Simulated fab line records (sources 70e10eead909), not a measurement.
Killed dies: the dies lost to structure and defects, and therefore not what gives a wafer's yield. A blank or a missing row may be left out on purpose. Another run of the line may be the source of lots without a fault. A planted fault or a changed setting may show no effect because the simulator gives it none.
Which tool was responsible? | flow nandHarc | 10 lots, 30 wafers sampled, at 8 steps of a route of 1159

WHAT THE GAUGES SHOWED, per wafer
NHARC_A_CHANNEL_HOLE_D1_CD_MEAS_10: target cd 100 nm.
lot  | measured     | on       | cdNm (nm)
L862 | day 8 19:16  | cdSem-03 | 100.1 100.2 100.7
L865 | day 9 04:28  | cdSem-01 | 100.1 100.3 100.2
L869 | day 9 23:49  | cdSem-01 | 100.2 99.9 100.1
L870 | day 10 14:17 | cdSem-03 | 99.9 100.3 99.8
L872 | day 11 00:26 | cdSem-01 | 100.5 100.0 99.9
L876 | day 12 04:34 | cdSem-01 | 101.1 100.7 100.1
L875 | day 12 05:14 | cdSem-01 | 107.1 101.1 100.3
L879 | day 12 18:41 | cdSem-01 | 107.0 100.8 100.1
L884 | day 13 14:10 | cdSem-01 | 99.6 98.9 99.4
L883 | day 13 15:12 | cdSem-01 | 99.6 105.8 100.1

NHARC_A_CHANNEL_HOLE_D1_CD_MEAS_30.
lot  | measured     | on       | cdNm (nm)
L862 | day 9 02:10  | cdSem-02 | 87.8 91.1 88.6
L865 | day 9 11:23  | cdSem-02 | 89.7 90.4 90.7
L869 | day 10 06:44 | cdSem-01 | 91.0 85.8 89.4
L870 | day 10 21:10 | cdSem-03 | 89.8 90.1 88.9
L872 | day 11 07:29 | cdSem-02 | 87.5 88.1 89.5
L876 | day 12 11:57 | cdSem-01 | 88.7 91.4 88.0
L875 | day 12 14:38 | cdSem-03 | 94.3 91.3 91.8
L879 | day 13 02:11 | cdSem-02 | 99.9 90.6 90.6
L884 | day 13 21:04 | cdSem-01 | 88.2 89.3 89.0
L883 | day 13 22:17 | cdSem-01 | 88.6 95.3 91.7

NHARC_END_SORT_01.
lot  | measured     | on        | killedAtArray | killedAtOther | killedAtPeriphery | killedDies | killedOpen | killedShort
L869 | day 21 10:14 | prober-01 | 29 29 25      | 0 0 0         | 1 1 0             | 30 30 25   | 7 1 2      | 2 1 2
L872 | day 22 13:04 | prober-02 | 9 18 19       | 0 0 0         | 5 2 4             | 14 20 23   | 2 2 10     | 3 0 1
L876 | day 22 20:50 | prober-02 | 24 25 19      | 0 1 0         | 3 3 4             | 27 29 23   | 2 2 2      | 3 4 2
L875 | day 23 18:03 | prober-01 | 30 32 34      | 0 2 1         | 2 2 0             | 32 36 35   | 1 4 7      | 0 4 2

TOOL THAT RAN EACH LOT (tool first, then ch and the chambers of the sampled wafers, then the start)
lot  | NHARC_A_CHANNEL_HOLE_D1_PEB_08   | NHARC_A_CHANNEL_HOLE_D1_DESCUM_15 | NHARC_A_CHANNEL_HOLE_D1_ETCH_34              | NHARC_A_CHANNEL_HOLE_D1_ETCH_21 | NHARC_A_CHANNEL_HOLE_D1_XSEM_31
L862 | lithoTrack-04 ch 0, day 8 19:11  | rieDiel-06 ch 2,3, day 8 19:27    | rieDiel-06 ch 0,1, day 8 21:04 or earlier    | harEtch-02 ch 0,1, day 8 21:04  | xsem-01 ch 0, day 9 02:15
L865 | lithoTrack-06 ch 0, day 9 04:23  | rieDiel-05 ch 0,2, day 9 04:40    | rieDiel-05 ch 1,3, day 9 06:16 or earlier    | harEtch-02 ch 1, day 9 06:16    | xsem-02 ch 0, day 9 11:29
L869 | lithoTrack-04 ch 0, day 9 23:44  | rieDiel-12 ch 0,1,3, day 10 00:00 | rieDiel-12 ch 0,2,3, day 10 01:37 or earlier | harEtch-02 ch 0,1, day 10 01:37 | xsem-01 ch 0, day 10 06:50
L870 | lithoTrack-06 ch 0, day 10 14:12 | rieDiel-12 ch 0,1,3, day 10 14:28 | rieDiel-12 ch 0,2,3, day 10 16:05 or earlier | harEtch-02 ch 0,1, day 10 16:05 | xsem-02 ch 0, day 10 21:17
L872 | lithoTrack-04 ch 0, day 11 00:22 | rieDiel-06 ch 0,1,3, day 11 00:38 | rieDiel-06 ch 0,2, day 11 02:14 or earlier   | harEtch-02 ch 0,1, day 11 02:14 | xsem-02 ch 0, day 11 07:34
L876 | lithoTrack-06 ch 0, day 12 04:29 | rieDiel-12 ch 0,1,3, day 12 04:47 | rieDiel-12 ch 0,1,3, day 12 06:28 or earlier | harEtch-01 ch 0,1, day 12 06:28 | xsem-02 ch 0, day 12 12:02
L875 | lithoTrack-06 ch 0, day 12 05:10 | rieDiel-05 ch 0,1, day 12 05:26   | rieDiel-05 ch 1,2, day 12 09:36 or earlier   | harEtch-02 ch 0,1, day 12 09:36 | xsem-01 ch 0, day 12 14:44
L879 | lithoTrack-06 ch 0, day 12 18:36 | rieDiel-06 ch 0,3, day 12 18:52   | rieDiel-06 ch 1,2,3, day 12 21:04 or earlier | harEtch-01 ch 0,1, day 12 21:04 | xsem-02 ch 0, day 13 02:17
L884 | lithoTrack-01 ch 0, day 13 14:05 | rieDiel-05 ch 0,1,2, day 13 14:21 | rieDiel-05 ch 0,1,2, day 13 15:58 or earlier | harEtch-02 ch 0,1, day 13 15:58 | xsem-01 ch 0, day 13 21:10
L883 | lithoTrack-06 ch 0, day 13 15:07 | rieDiel-06 ch 0,3, day 13 15:23   | rieDiel-06 ch 0,2,3, day 13 17:05 or earlier | harEtch-01 ch 1, day 13 17:05   | xsem-01 ch 0, day 13 22:22
- NHARC_A_CHANNEL_HOLE_D1_PEB_08: peb time 65 s.
- NHARC_A_CHANNEL_HOLE_D1_DESCUM_15: chemistry O2, time 3 s.
- NHARC_A_CHANNEL_HOLE_D1_ETCH_34: etches the open film in CF4/CHF3, target depth 154 nm, time 77 s.
- NHARC_A_CHANNEL_HOLE_D1_ETCH_21: etches the open film in C4F8/O2/Ar, time 514.3 s, target depth 1600 nm.
- NHARC_A_CHANNEL_HOLE_D1_XSEM_31

WHAT THE TOOLS THEMSELVES READ (means of the sampled wafers that have a number; where no wafer has one, the mark that the record gives instead)
NHARC_A_CHANNEL_HOLE_D1_PEB_08.
lot  | tool          | resistLineTempC (C)
L862 | lithoTrack-04 | 22.88
L865 | lithoTrack-06 | 23.03
L869 | lithoTrack-04 | 22.98
L870 | lithoTrack-06 | 23.12
L872 | lithoTrack-04 | 22.90
L876 | lithoTrack-06 | 22.88
L875 | lithoTrack-06 | 23.03
L879 | lithoTrack-06 | 23.00
L884 | lithoTrack-01 | 22.83
L883 | lithoTrack-06 | 22.97

NHARC_A_CHANNEL_HOLE_D1_DESCUM_15.
lot  | tool       | drypumpMotorCurrentA (A) | o2FlowSccm (sccm) | oesProductAu (a.u.) | rfVppV (V) | showerheadPlenumPTorr (Torr) | throttleValvePct (%)
L862 | rieDiel-06 | 5.1                      | 199.7             | 1.004               | 57.3       | 1.89                         | 11.306
L865 | rieDiel-05 | 5.6                      | 200.6             | 1.011               | 58.7       | 1.98                         | 11.314
L869 | rieDiel-12 | 5.8                      | 200.1             | 0.991               | 57.8       | 1.85                         | 11.312
L870 | rieDiel-12 | 5.8                      | 199.9             | 0.981               | 57.2       | 1.85                         | 11.305
L872 | rieDiel-06 | 6.0                      | 199.7             | 0.994               | 58.5       | 1.94                         | 11.299
L876 | rieDiel-12 | 5.8                      | 200.2             | 1.001               | 57.0       | 1.85                         | 11.318
L875 | rieDiel-05 | 6.5                      | 199.9             | 0.995               | 58.1       | 1.93                         | 11.299
L879 | rieDiel-06 | 5.8                      | 200.2             | 0.997               | 58.1       | 1.93                         | 11.320
L884 | rieDiel-05 | 5.9                      | 200.5             | 1.007               | 57.8       | 1.97                         | 11.313
L883 | rieDiel-06 | 6.1                      | 200.2             | 0.996               | 57.5       | 1.91                         | 11.313

NHARC_A_CHANNEL_HOLE_D1_ETCH_34.
lot  | tool       | biasW (W) | drypumpMotorCurrentA (A) | oesProductAu (a.u.) | rfVppV (V) | showerheadPlenumPTorr (Torr) | throttleValvePct (%)
L862 | rieDiel-06 | 200.4     | 6.2                      | 0.931               | 371.6      | 1.61                         | 16.810
L865 | rieDiel-05 | 199.9     | 6.6                      | 0.966               | 370.5      | 1.58                         | 16.797
L869 | rieDiel-12 | 200.1     | 5.5                      | 0.950               | 369.0      | 1.52                         | 16.797
L870 | rieDiel-12 | 200.1     | 5.5                      | 0.966               | 368.2      | 1.52                         | 16.799
L872 | rieDiel-06 | 199.5     | 5.8                      | 0.909               | 370.3      | 1.55                         | 16.801
L876 | rieDiel-12 | 200.5     | 5.7                      | 0.976               | 368.5      | 1.52                         | 16.795
L875 | rieDiel-05 | 200.2     | 6.0                      | 0.966               | 372.2      | 1.62                         | 16.799
L879 | rieDiel-06 | 200.2     | 5.5                      | 0.954               | 370.9      | 1.59                         | 16.808
L884 | rieDiel-05 | 200.9     | 5.8                      | 0.931               | 372.3      | 1.62                         | 16.811
L883 | rieDiel-06 | 199.7     | 5.6                      | 0.949               | 370.7      | 1.56                         | 16.799

NHARC_A_CHANNEL_HOLE_D1_ETCH_21.
lot  | tool       | drypumpMotorCurrentA (A) | o2FlowSccm (sccm) | showerheadPlenumPTorr (Torr) | throttleValvePct (%)
L862 | harEtch-02 | 6.4                      | 35.64             | 3.72                         | 32.154
L865 | harEtch-02 | 6.6                      | 35.66             | 3.67                         | 32.153
L869 | harEtch-02 | 6.2                      | 35.65             | 3.75                         | 32.151
L870 | harEtch-02 | 6.2                      | 35.75             | 3.75                         | 32.161
L872 | harEtch-02 | 6.2                      | 35.70             | 3.74                         | 32.159
L876 | harEtch-01 | 5.5                      | 35.58             | 3.77                         | 32.153
L875 | harEtch-02 | 6.2                      | 35.79             | 3.74                         | 32.151
L879 | harEtch-01 | 5.8                      | 35.75             | 3.74                         | 32.151
L884 | harEtch-02 | 6.4                      | 35.69             | 3.69                         | 32.159
L883 | harEtch-01 | 6.0                      | 35.80             | 3.70                         | 32.160

NHARC_A_CHANNEL_HOLE_D1_XSEM_31.
lot  | tool    | botCdNm (nm) | bowNm (nm) | tiltDeg (degrees)
L862 | xsem-01 | 72.5         | 8.64       | 0.08
L865 | xsem-02 | 75.8         | 8.71       | 0.08
L869 | xsem-01 | 72.8         | 8.23       | 0.04
L870 | xsem-02 | 74.0         | 8.87       | 0.12
L872 | xsem-02 | 72.6         | 8.22       | 0.11
L876 | xsem-02 | 73.3         | 9.11       | 0.17
L875 | xsem-01 | 76.6         | 9.16       | 0.07
L879 | xsem-02 | 78.1         | 8.43       | 0.06
L884 | xsem-01 | 73.1         | 8.84       | 0.08
L883 | xsem-01 | 75.4         | 8.89       | 0.09

THE ANSWER, worked out from the rows above alone
Rule: the usual values come from the lots themselves. The widest of any qualifying gaps counts: lots, ordered by their means at a reading, are off when they make up no more than a third of the lots, leave a main group of 4 or more, and stand apart from it by 3 or more times the standard deviation of that group's means. If all means in a main group match to the digits the tables above print for the reading, that group is not used. Also off: a lot with no number at a reading for which 4 or more lots have one. Any other lot the step has rows for is counted as sound. After the gauges, taken in route order, come the tools' own readings; for these a lot's mean is taken, as printed above. At the first step where some lot is off, the reading lying furthest off is the one used; lots without a number count as furthest.
Off, at NHARC_A_CHANNEL_HOLE_D1_CD_MEAS_10 on cdNm: L875, L879, L883. Main group: mean 100.1 nm, sd 0.38.
A tool fits if, at a process step before that reading, it ran every lot that is off, and no sound lot after the first of them. The gauges at NHARC_A_CHANNEL_HOLE_D1_CD_MEAS_10 are tried like those tools. One fits: lithoTrack-06 at NHARC_A_CHANNEL_HOLE_D1_PEB_08. A fault onset in the window from L876 (day 12 04:29, its last sound lot) to L875 (day 12 05:10, its first lot off) fits.

WHAT THE SIMULATOR PUT IN
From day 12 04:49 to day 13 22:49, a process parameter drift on lithoTrack-06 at NHARC_A_CHANNEL_HOLE_D1_PEB_08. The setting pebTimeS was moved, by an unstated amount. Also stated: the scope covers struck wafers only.
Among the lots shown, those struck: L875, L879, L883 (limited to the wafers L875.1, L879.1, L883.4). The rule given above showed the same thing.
